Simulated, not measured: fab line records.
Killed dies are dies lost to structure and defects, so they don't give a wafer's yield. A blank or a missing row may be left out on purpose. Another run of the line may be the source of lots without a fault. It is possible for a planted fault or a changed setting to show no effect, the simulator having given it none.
Split-lot trial    flow n5-finfet    39 wafers read across 7 lots, on a route 1938 steps long

THE SPLIT ITSELF
At N5_BEOL_M12_DEP_53 (deposits SiCN from 3MS/NH3, target thk 30 nm, time 10.5 s), the setting target-thk-a was moved away from the recipe's 300 angstrom on 9 of the 39 wafers read, by -58.2% to +23.6%. All remaining wafers had this setting at the recipe value.

The split's own step is where the reading is taken.

THE READING
SiCN_of_BEOL_M12_DEP_53.thk-nm (the simulator's own value, which no gauge read), in nm, at N5_BEOL_M12_DEP_53 (deposits SiCN from 3MS/NH3, target thk 30 nm, time 10.5 s). No usual value for it is given in the file. The 30 wafers here that ran the recipe average 30.1 nm, standard deviation 0.31 nm.

wafer   tool, chamber at the split  target-thk-a as run, angstrom  against the recipe  SiCN_of_BEOL_M12_DEP_53.thk-nm, nm  against lot-mates on the recipe
L076.1  pecvd-04, 2                 125.4                          -58.2%              12.4                                -17.6
L076.2  pecvd-04, 0                 300                            recipe              30                                  -
L076.3  pecvd-04, 2                 300                            recipe              29.8                                -
L076.4  pecvd-04, 0                 300                            recipe              30.2                                -
L076.5  pecvd-04, 0                 125.4                          -58.2%              12.8                                -17.2
L076.6  pecvd-04, 2                 125.4                          -58.2%              12.6                                -17.4
L078.1  pecvd-01, 2                 300                            recipe              30.4                                -
L078.2  pecvd-01, 0,1               300                            recipe              30                                  -
L078.3  pecvd-01, 0,1               300                            recipe              30                                  -
L083.1  pecvd-01, 0                 300                            recipe              29.4                                -
L083.2  pecvd-01, 1,2               300                            recipe              29.8                                -
L083.3  pecvd-01, 1,2               300                            recipe              29.8                                -
L083.4  pecvd-01, 2                 300                            recipe              30.4                                -
L083.5  pecvd-01, 1                 300                            recipe              30.2                                -
L083.6  pecvd-01, 0                 300                            recipe              30                                  -
L084.1  pecvd-02, 0                 128.3                          -57.2%              13.2                                -16.8
L084.6  pecvd-02, 0                 128.3                          -57.2%              13.2                                -16.8
L084.2  pecvd-02, 0                 300                            recipe              30                                  -
L084.3  pecvd-02, 0                 300                            recipe              30                                  -
L084.5  pecvd-02, 0                 300                            recipe              30                                  -
L084.4  pecvd-02, 0                 128.3                          -57.2%              12.8                                -17.2
L085.1  pecvd-02, 2                 300                            recipe              30                                  -
L085.3  pecvd-02, 2                 300                            recipe              30                                  -
L085.2  pecvd-02, 0,2               300                            recipe              30.2                                -
L085.5  pecvd-02, 0,2               300                            recipe              30.2                                -
L085.4  pecvd-02, 0                 300                            recipe              30.8                                -
L085.6  pecvd-02, 0                 300                            recipe              30.6                                -
L094.1  pecvd-04, 0                 370.7                          +23.6%              37.4                                +7.0
L094.2  pecvd-04, 2                 300                            recipe              30                                  -
L094.3  pecvd-04, 1                 370.7                          +23.6%              36.8                                +6.4
L094.4  pecvd-04, 2,0               300                            recipe              30.6                                -
L094.5  pecvd-04, 2,0               300                            recipe              30.6                                -
L094.6  pecvd-04, 1                 370.7                          +23.6%              37.2                                +6.8
L093.1  pecvd-04, 1                 300                            recipe              29.6                                -
L093.2  pecvd-04, 0,1               300                            recipe              30.2                                -
L093.6  pecvd-04, 0,1               300                            recipe              30.2                                -
L093.3  pecvd-04, 2                 300                            recipe              30                                  -
L093.4  pecvd-04, 0                 300                            recipe              30.4                                -
L093.5  pecvd-04, 2                 300                            recipe              30.6                                -
When a row names more than one chamber, that row covers several wafers, and the file does not tell which wafer ran in which chamber.

THE FIT
A straight line over all 39 wafers: SiCN_of_BEOL_M12_DEP_53.thk-nm changes by +0.299 nm for each +1% of target-thk-a; r = +1.00; the points scatter about the line by 0.3 nm.
The same after taking each lot's own level away (the mean of its wafers on the recipe; 39 wafers): +0.296 nm for each +1%; r = +1.00; scatter 0.27 nm.
That fit puts the effect of the largest move of target-thk-a on the reading at 17 nm.
From 29.93 to 30.40 nm: that is the span of the lots' own levels, equal to 1.5 times the standard deviation above.
Consequently the slope shifts little with the lot-to-lot level, the two slopes agreeing.
Check: with one of the wafers moved furthest among these (-58.2%) left out of the fit, the line predicts -17.2 nm for it against its lot-mates. Against them it came out at -17.6 nm.

OTHER SPLITS APPLIED TO THESE WAFERS
Before the reading, these wafers also passed through other splits. Each is held against what the fit with the lots' levels taken away leaves over:
other split on the same wafers  wafers away from the commonest value  r with SiCN_of_BEOL_M12_DEP_53.thk-nm (lot level and that fit taken away)
N5_BEOL_M9_ETCH_62 time-s       15                                    +0.04

FILE'S OWN FIT
SiCN_of_BEOL_M12_DEP_53.thk-nm changes by +0.297 nm for each +1% of target-thk-a, r = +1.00.
